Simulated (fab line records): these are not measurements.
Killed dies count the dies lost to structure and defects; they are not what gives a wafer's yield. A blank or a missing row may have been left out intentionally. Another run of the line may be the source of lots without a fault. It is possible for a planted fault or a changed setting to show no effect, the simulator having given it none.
fab line records	flow nandHarc
record lots=6	wafers=18	lastDay=23
route steps=1159 shown A_ZERO_WELL@412 A_SOURCE_PLATE@413 A_ONON_D1@424 END@1159
lots that met no fault: taken from a fault-free run of the same line
startH: hours from the record's first day to the start of the lot's first wafer shown	waitH: time in hours since the lot's previous step	" the same as in the row above	L1.1+2: a single row standing in for several wafers	- no value, or no start given	* or withheld: withheld	< > ~ a bound
route shown NAME@n: a module of which the file shows steps, and the number in the route of the first	usual: mean and standard deviation over wafers with no fault	same: alike in all rows	chamber/n: place in a boat	sites: per-site readings	_std_site: their standard deviation	_edge_site: mean of outer sites minus mean of inner sites	radiusMm: for every site, how far away it sits from the centre of the wafer	mask NAME#n: copy n	behind: the most recent tool/chamber to have shaped the wafer	hold: what put the lot on hold/how long, in hours/how the hold closed	device: the n, p or np transistor that did not switch	end of line: the same wafers' tests at the end of the route	where a step has no rows: the recipe by itself	killed: not the wafer's yield, but the dies lost to structure and defects at the first sort	map: a wafer's dies, marking killed ones x, the rest . and places with no die _
set.NAME: the setting that was run; set.NAME@STEP: the one run at that earlier step	model.NAME: the simulator's own value behind a step, which no gauge read
lots seen at some steps along the route; tables by step, rows by wafer
services: a tool's chamber out of use, with start hour (startH, from the record's first day; less than 0 if before it), hours out, and reason
## steps
# step NHARC_A_ZERO_WELL_INSPECT_17
# usual rawDefectCount=10/5
lot.wafer	tool	chamber	startH	waitH	rawDefectCount
L831.1	defectInspect-01	-	153.85	0.2	5
L831.3	"	-	"	"	7
L831.5	"	-	"	"	8
L838.1	defectInspect-02	-	191.74	0.2	12
L838.2	"	-	"	"	8
L838.3	"	-	"	"	14
L846.2	defectInspect-01	-	233.77	0.1	15
L846.4	"	-	"	"	11
L846.5	"	-	"	"	10
L845.2	defectInspect-01	-	234.10	0.1	3
L845.3	"	-	"	"	3
L845.4	"	-	"	"	8
L848.3	defectInspect-01	-	253.06	0.1	15
L848.5	"	-	"	"	8
L848.6	"	-	"	"	20
L850.2	defectInspect-01	-	254.48	0.1	15
L850.3	"	-	"	"	16
L850.4	"	-	"	"	19
# step NHARC_A_SOURCE_PLATE_PRECLEAN_00
# recipe timeS=60	chemistry=HF-LAST
# step NHARC_A_SOURCE_PLATE_SRD_01
# step NHARC_A_SOURCE_PLATE_OXIDE_02
# recipe targetThkA=100	tempC=900	oxTimeS=1362	material=SiO2
# step NHARC_A_SOURCE_PLATE_THK_MEAS_09
# recipe thkMeasGauge=ellipsometry
# usual thkNm=9.8/0.97
lot.wafer	tool	chamber	startH	waitH	thkNm
L831.1	filmMetro-02	-	161.24	0.4	8.7
L831.3	"	-	"	"	10.8
L831.5	"	-	"	"	8.9
L838.1	filmMetro-01	-	199.37	0.4	9.9
L838.2	"	-	"	"	10.2
L838.3	"	-	"	"	10.0
L846.2	filmMetro-01	-	241.21	0.4	9.7
L846.4	"	-	"	"	10.7
L846.5	"	-	"	"	7.8
L845.2	filmMetro-02	-	241.21	0.4	9.6
L845.3	"	-	"	"	8.6
L845.4	"	-	"	"	8.1
L850.2	filmMetro-02	-	260.49	0.4	10.6
L850.3	"	-	"	"	12.7
L850.4	"	-	"	"	7.9
L848.3	filmMetro-01	-	260.49	0.4	10.7
L848.5	"	-	"	"	11.8
L848.6	"	-	"	"	10.3
# step NHARC_A_SOURCE_PLATE_PVD_04
# recipe targetThkA=500	material=WSi2
# step NHARC_A_SOURCE_PLATE_CVD_03
# recipe targetThkA=2000	tempC=620	pressureMtorr=200	timeS=4000	material=poly-Si
# step NHARC_A_SOURCE_PLATE_ANNEAL_05
# recipe tempC=850	timeS=1800
# step NHARC_A_SOURCE_PLATE_THK_MEAS_06
# recipe thkMeasGauge=ellipsometry
# usual thkNm=200.2/2.4
lot.wafer	tool	chamber	startH	waitH	thkNm
L831.1	filmMetro-02	-	174.28	0.4	204.4
L831.3	"	-	"	"	203.5
L831.5	"	-	"	"	202.2
L838.1	filmMetro-01	-	213.44	0.4	202.0
L838.2	"	-	"	"	201.2
L838.3	"	-	"	"	202.8
L845.2	filmMetro-02	-	254.35	0.4	202.4
L845.3	"	-	"	"	204.7
L845.4	"	-	"	"	204.1
L846.2	filmMetro-02	-	254.37	0.4	197.5
L846.4	"	-	"	"	198.1
L846.5	"	-	"	"	200.0
L848.3	filmMetro-02	-	273.62	0.4	196.5
L848.5	"	-	"	"	197.8
L848.6	"	-	"	"	195.9
L850.2	filmMetro-01	-	273.62	0.4	198.4
L850.3	"	-	"	"	199.8
L850.4	"	-	"	"	198.1
# step NHARC_A_SOURCE_PLATE_INSPECT_08
# usual rawDefectCount=59/28
lot.wafer	tool	chamber	startH	waitH	rawDefectCount
L831.1	defectInspect-01	-	174.36	0.0	103
L831.3	"	-	"	"	50
L831.5	"	-	"	"	75
L838.1	defectInspect-01	-	213.51	0.0	68
L838.2	"	-	"	"	28
L838.3	"	-	"	"	28
L845.2	defectInspect-01	-	254.44	0.0	55
L845.3	"	-	"	"	61
L845.4	"	-	"	"	32
L846.2	defectInspect-02	-	254.46	0.0	43
L846.4	"	-	"	"	21
L846.5	"	-	"	"	43
L848.3	defectInspect-02	-	273.68	0.0	83
L848.5	"	-	"	"	55
L848.6	"	-	"	"	63
L850.2	defectInspect-01	-	273.69	0.0	98
L850.3	"	-	"	"	125
L850.4	"	-	"	"	104
# step NHARC_A_ONON_D1_DEP_00
# recipe targetThkA=10000	n2FlowSccm=2750	n2oFlowSccm=2000	nh3FlowSccm=500	sih4FlowSccm=210	tempC=400
lot.wafer	tool	chamber	startH	waitH
L831.1+3+5	pecvdOnon-02	0	174.43	0.1
L838.1+2+3	pecvdOnon-04	0	213.64	0.1
L845.2+3+4	pecvdOnon-04	0	254.56	0.1
L846.2+4+5	pecvdOnon-02	0	254.58	0.1
L850.2+3+4	pecvdOnon-03	0	273.81	0.1
L848.3+5+6	pecvdOnon-04	0	273.87	0.2
# step NHARC_A_ONON_D1_THK_MEAS_02
# recipe thkMeasGauge=ellipsometry
# usual thkNm=999/7.8
lot.wafer	tool	chamber	startH	waitH	hold	thkNm
L831.1	filmMetro-02	-	174.96	-	-	1004
L831.3	"	-	"	"	-	1005
L831.5	"	-	"	"	-	1005
L838.1	filmMetro-01	-	214.15	-	-	996
L838.2	"	-	"	"	-	998
L838.3	"	-	"	"	-	998
L845.2	filmMetro-02	-	255.02	-	awaitDispo/0.2h/release	999
L845.3	"	-	"	"	awaitDispo/0.2h/release	1293
L845.4	"	-	"	"	awaitDispo/0.2h/release	998
L845.2	filmMetro-02	-	255.19	0.2	-	998
L845.3	"	-	"	"	-	1294
L845.4	"	-	"	"	-	999
L846.2	filmMetro-02	-	255.04	-	-	988
L846.4	"	-	"	"	-	990
L846.5	"	-	"	"	-	990
L848.3	filmMetro-02	-	274.26	-	awaitDispo/0.2h/release	1288
L848.5	"	-	"	"	awaitDispo/0.2h/release	1287
L848.6	"	-	"	"	awaitDispo/0.2h/release	990
L848.3	filmMetro-02	-	274.44	0.2	-	1289
L848.5	"	-	"	"	-	1287
L848.6	"	-	"	"	-	991
L850.2	filmMetro-01	-	274.26	-	-	1024
L850.3	"	-	"	"	-	1022
L850.4	"	-	"	"	-	1025
# step NHARC_END_SORT_01
# recipe tempC=25
# usual killedAtArray=31/12	killedAtOther=0.6/0.85	killedAtPeriphery=3.0/2.3	killedDies=35/12	killedOpen=3.2/1.9	killedShort=1.8/1.4
# same grossDies=677
lot.wafer	tool	chamber	startH	waitH	hold	killedAtArray	killedAtOther	killedAtPeriphery	killedDies	killedOpen	killedShort
L831.1	prober-01	0	461.25	2.5	-	30	0	4	34	3	3
L831.3	prober-01	0	462.83	3.1	-	39	0	1	40	5	1
L831.5	prober-01	0	464.40	3.6	-	38	0	1	39	0	4
L838.1	prober-01	0	500.92	2.5	-	26	1	2	29	0	1
L838.2	prober-01	0	501.71	2.8	-	33	0	3	36	5	1
L838.3	prober-01	0	502.51	3.1	-	41	1	4	46	9	1
L846.2	prober-02	0	534.57	2.8	-	42	0	3	45	5	2
L846.4	prober-02	0	536.14	3.3	-	35	1	5	41	2	0
L846.5	prober-02	0	536.92	3.6	-	39	1	6	46	4	6
L845.2	prober-02	0	550.07	2.8	awaitDispo/4.6h/release	37	1	3	41	2	3
L845.3	prober-02	0	550.89	3.1	awaitDispo/4.6h/release	675	0	2	677	2	3
L845.4	prober-02	0	551.70	3.4	awaitDispo/4.6h/release	37	0	2	39	4	2
L848.3	prober-02	0	558.74	3.1	awaitDispo/1.2h/release	671	0	6	677	2	1
L848.5	prober-02	0	560.32	3.7	awaitDispo/1.2h/release	671	0	6	677	3	3
L848.6	prober-02	0	561.10	3.9	awaitDispo/1.2h/release	15	0	7	22	3	2
# killed by level:class
L831.1 A_CHANNEL_HOLE_D1:chamberFilmFlake=15 A_SLIT:chamberFilmFlake=9 A_STAIRCASE:chamberFilmFlake=2 P_CONTACT:geometricParticle:open=1 P_M0:geometricParticle:open=1 P_M2:geometricParticle:short=1 A_ONON_D1:geometricParticle:short=1 A_WL_FILL:geometricParticle:open=1
L831.3 A_SLIT:chamberFilmFlake=13 A_CHANNEL_HOLE_D1:chamberFilmFlake=11 A_STAIRCASE:chamberFilmFlake=4 A_CONTACT:chamberFilmFlake=4 A_CONTACT:geometricParticle:open=2 A_BLC:chamberFilmFlake=2 P_M1:geometricParticle:open=1 A_CHANNEL_FILL_D1:geometricParticle:open=1
L831.5 A_CHANNEL_HOLE_D1:chamberFilmFlake=19 A_SLIT:chamberFilmFlake=14 A_ONON_D1:geometricParticle:short=2 A_SGD_CUT:geometricParticle:short=1 A_WL_FILL:geometricParticle:short=1 P_ZERO_WELL:chamberFilmFlake=1 A_STAIRCASE:chamberFilmFlake=1
L838.1 A_CHANNEL_HOLE_D1:chamberFilmFlake=12 A_SLIT:chamberFilmFlake=9 A_CONTACT:chamberFilmFlake=2 A_STAIRCASE:chamberFilmFlake=2 A_CHANNEL_FILL_D1:geometricParticle:short=1 P_STI:chamberFilmFlake=1 P_M2:chamberFilmFlake=1 THIN_TSV:chamberFilmFlake=1
L838.2 A_CHANNEL_HOLE_D1:chamberFilmFlake=11 A_SLIT:chamberFilmFlake=8 A_CONTACT:geometricParticle:open=4 A_CONTACT:chamberFilmFlake=4 P_STI:chamberFilmFlake=2 A_WL_FILL:chamberFilmFlake=2 A_STAIRCASE:chamberFilmFlake=2 A_ONON_D1:geometricParticle:short=1
L838.3 A_SLIT:chamberFilmFlake=13 A_CHANNEL_HOLE_D1:chamberFilmFlake=11 A_STAIRCASE:chamberFilmFlake=3 A_CONTACT:chamberFilmFlake=3 P_M0:geometricParticle:open=2 A_CHANNEL_FILL_D1:geometricParticle:open=2 A_BLC:geometricParticle:open=2 A_ZERO_WELL:chamberFilmFlake=2
L846.2 A_CHANNEL_HOLE_D1:chamberFilmFlake=20 A_CONTACT:chamberFilmFlake=5 A_SLIT:chamberFilmFlake=4 A_BLC:chamberFilmFlake=4 A_CONTACT:geometricParticle:open=2 P_GATE:chamberFilmFlake=2 A_STAIRCASE:chamberFilmFlake=2 A_CHANNEL_FILL_D1:geometricParticle:open=1
L846.4 A_CHANNEL_HOLE_D1:chamberFilmFlake=23 P_ZERO_WELL:chamberFilmFlake=3 A_BLC:chamberFilmFlake=3 A_STAIRCASE:chamberFilmFlake=2 A_SLIT:chamberFilmFlake=2 A_CONTACT:chamberFilmFlake=2 A_WL_FILL:geometricParticle:open=1 A_CONTACT:geometricParticle:open=1
L846.5 A_CHANNEL_HOLE_D1:chamberFilmFlake=22 P_ZERO_WELL:chamberFilmFlake=3 A_CONTACT:chamberFilmFlake=3 A_CHANNEL_FILL_D1:geometricParticle:short=2 A_CONTACT:geometricParticle:open=2 P_BONDPAD:chamberFilmFlake=2 A_STAIRCASE:chamberFilmFlake=2 A_SLIT:chamberFilmFlake=2
L845.2 A_SLIT:chamberFilmFlake=13 A_CHANNEL_HOLE_D1:chamberFilmFlake=7 A_CONTACT:chamberFilmFlake=7 A_STAIRCASE:chamberFilmFlake=5 A_M1:geometricParticle:short=2 P_BONDPAD:chamberFilmFlake=2 P_CONTACT:geometricParticle:open=1 A_WL_FILL:geometricParticle:short=1
L845.3 A_ONON_D1:areaDep=642 A_SLIT:chamberFilmFlake=19 A_CHANNEL_HOLE_D1:chamberFilmFlake=5 A_STAIRCASE:chamberFilmFlake=3 A_CONTACT:chamberFilmFlake=2 P_CONTACT:geometricParticle:short=1 P_CONTACT:geometricParticle:open=1 A_CHANNEL_FILL_D1:geometricParticle:open=1
L845.4 A_SLIT:chamberFilmFlake=18 A_CHANNEL_HOLE_D1:chamberFilmFlake=7 A_CONTACT:chamberFilmFlake=5 A_CONTACT:geometricParticle:open=2 P_CONTACT:geometricParticle:open=1 P_M1:geometricParticle:short=1 A_ONON_D1:geometricParticle:short=1 A_ONON_D1:geometricParticle:open=1
L848.3 A_ONON_D1:areaDep=656 A_CHANNEL_HOLE_D1:chamberFilmFlake=9 P_CONTACT:chamberFilmFlake=5 P_M0:geometricParticle:open=1 A_WL_FILL:geometricParticle:short=1 A_WL_FILL:geometricParticle:open=1 A_CHANNEL_FILL_D1:chamberFilmFlake=1 A_STAIRCASE:chamberFilmFlake=1
L848.5 A_ONON_D1:areaDep=659 P_CONTACT:chamberFilmFlake=5 A_CHANNEL_HOLE_D1:chamberFilmFlake=4 A_WL_FILL:chamberFilmFlake=2 P_M1:geometricParticle:open=1 A_CHANNEL_HOLE_D1:geometricParticle:short=1 A_CHANNEL_FILL_D1:geometricParticle:short=1 A_SGD_CUT:geometricParticle:open=1
L848.6 A_CHANNEL_HOLE_D1:chamberFilmFlake=7 P_CONTACT:chamberFilmFlake=5 A_CONTACT:chamberFilmFlake=2 P_CONTACT:geometricParticle:short=1 A_ONON_D1:geometricParticle:open=1 A_WL_FILL:geometricParticle:open=1 A_WL_FILL:geometricParticle:short=1 A_M0:geometricParticle:open=1
# map L845.3 (x killed, . not)
____________x____________
_________xxxxxxx_________
_______xxxxxxxxxxx_______
______xxxxxxxxxxxxx______
_____xxxxxxxxxxxxxxx_____
____xxxxxxxxxxxxxxxxx____
____xxxxxxxxxxxxxxxxx____
___xxxxxxxxxxxxxxxxxxx___
___xxxxxxxxxxxxxxxxxxx___
__xxxxxxxxxxxxxxxxxxxxx__
__xxxxxxxxxxxxxxxxxxxxx__
_xxxxxxxxxxxxxxxxxxxxxxx_
_xxxxxxxxxxxxxxxxxxxxxxx_
_xxxxxxxxxxxxxxxxxxxxxxx_
_xxxxxxxxxxxxxxxxxxxxxxx_
_xxxxxxxxxxxxxxxxxxxxxxx_
xxxxxxxxxxxxxxxxxxxxxxxxx
xxxxxxxxxxxxxxxxxxxxxxxxx
xxxxxxxxxxxxxxxxxxxxxxxxx
xxxxxxxxxxxxxxxxxxxxxxxxx
xxxxxxxxxxxxxxxxxxxxxxxxx
_xxxxxxxxxxxxxxxxxxxxxxx_
_xxxxxxxxxxxxxxxxxxxxxxx_
_xxxxxxxxxxxxxxxxxxxxxxx_
_xxxxxxxxxxxxxxxxxxxxxxx_
_xxxxxxxxxxxxxxxxxxxxxxx_
__xxxxxxxxxxxxxxxxxxxxx__
__xxxxxxxxxxxxxxxxxxxxx__
___xxxxxxxxxxxxxxxxxxx___
___xxxxxxxxxxxxxxxxxxx___
____xxxxxxxxxxxxxxxxx____
____xxxxxxxxxxxxxxxxx____
_____xxxxxxxxxxxxxxx_____
______xxxxxxxxxxxxx______
_______xxxxxxxxxxx_______
_________xxxxxxx_________
____________x____________
# map L848.3 (x killed, . not)
____________x____________
_________xxxxxxx_________
_______xxxxxxxxxxx_______
______xxxxxxxxxxxxx______
_____xxxxxxxxxxxxxxx_____
____xxxxxxxxxxxxxxxxx____
____xxxxxxxxxxxxxxxxx____
___xxxxxxxxxxxxxxxxxxx___
___xxxxxxxxxxxxxxxxxxx___
__xxxxxxxxxxxxxxxxxxxxx__
__xxxxxxxxxxxxxxxxxxxxx__
_xxxxxxxxxxxxxxxxxxxxxxx_
_xxxxxxxxxxxxxxxxxxxxxxx_
_xxxxxxxxxxxxxxxxxxxxxxx_
_xxxxxxxxxxxxxxxxxxxxxxx_
_xxxxxxxxxxxxxxxxxxxxxxx_
xxxxxxxxxxxxxxxxxxxxxxxxx
xxxxxxxxxxxxxxxxxxxxxxxxx
xxxxxxxxxxxxxxxxxxxxxxxxx
xxxxxxxxxxxxxxxxxxxxxxxxx
xxxxxxxxxxxxxxxxxxxxxxxxx
_xxxxxxxxxxxxxxxxxxxxxxx_
_xxxxxxxxxxxxxxxxxxxxxxx_
_xxxxxxxxxxxxxxxxxxxxxxx_
_xxxxxxxxxxxxxxxxxxxxxxx_
_xxxxxxxxxxxxxxxxxxxxxxx_
__xxxxxxxxxxxxxxxxxxxxx__
__xxxxxxxxxxxxxxxxxxxxx__
___xxxxxxxxxxxxxxxxxxx___
___xxxxxxxxxxxxxxxxxxx___
____xxxxxxxxxxxxxxxxx____
____xxxxxxxxxxxxxxxxx____
_____xxxxxxxxxxxxxxx_____
______xxxxxxxxxxxxx______
_______xxxxxxxxxxx_______
_________xxxxxxx_________
____________x____________
## services
tool	chamber	startH	hours	kind
pecvdOnon-04	-	150.76	2.5	repair
pecvdOnon-03	-	153.16	13.0	pm
pecvdOnon-04	-	237.00	13.0	pm
## key
firstSign step=NHARC_A_ONON_D1_THK_MEAS_02	reading=visit	direction=added
effect step=NHARC_A_ONON_D1_THK_MEAS_02	reading=thkNm	direction=up	sigmas=37	usual=999	struck=1289
effect step=NHARC_END_SORT_01	reading=killedDies	direction=up	sigmas=56	usual=35	struck=677
moreKillsBornAt NHARC_A_ONON_D1_DEP_00@pecvdOnon-04=1957
metAt NHARC_A_ONON_D1_DEP_00
struckWafers L845.3,L848.3,L848.5
laterRowsLeftOut L845.3,L848.3,L848.5
testerLeftOut L845,L848
onsetBetween 213.64 254.56
fault kind=processParameterDrift	tool=pecvdOnon-04	chamber=-	onsetH=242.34	steps=NHARC_A_ONON_D1_DEP_00	channel=targetThkA	offset=*	shape=step	endH=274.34	scope=struckWafersOnly	actsIn=*	stated=*
# testerLeftOut: of these lots the tester's yield and bins aren't shown, on N5 and GAA mostly nor the transistor test; their killed dies are dies lost to structure and defects alone, not to doping, threshold or leakage, so they don't give the yield
# laterRowsLeftOut: the simulator's readings of these wafers behind a module that went badly wrong aren't trusted and aren't shown, but for the sort
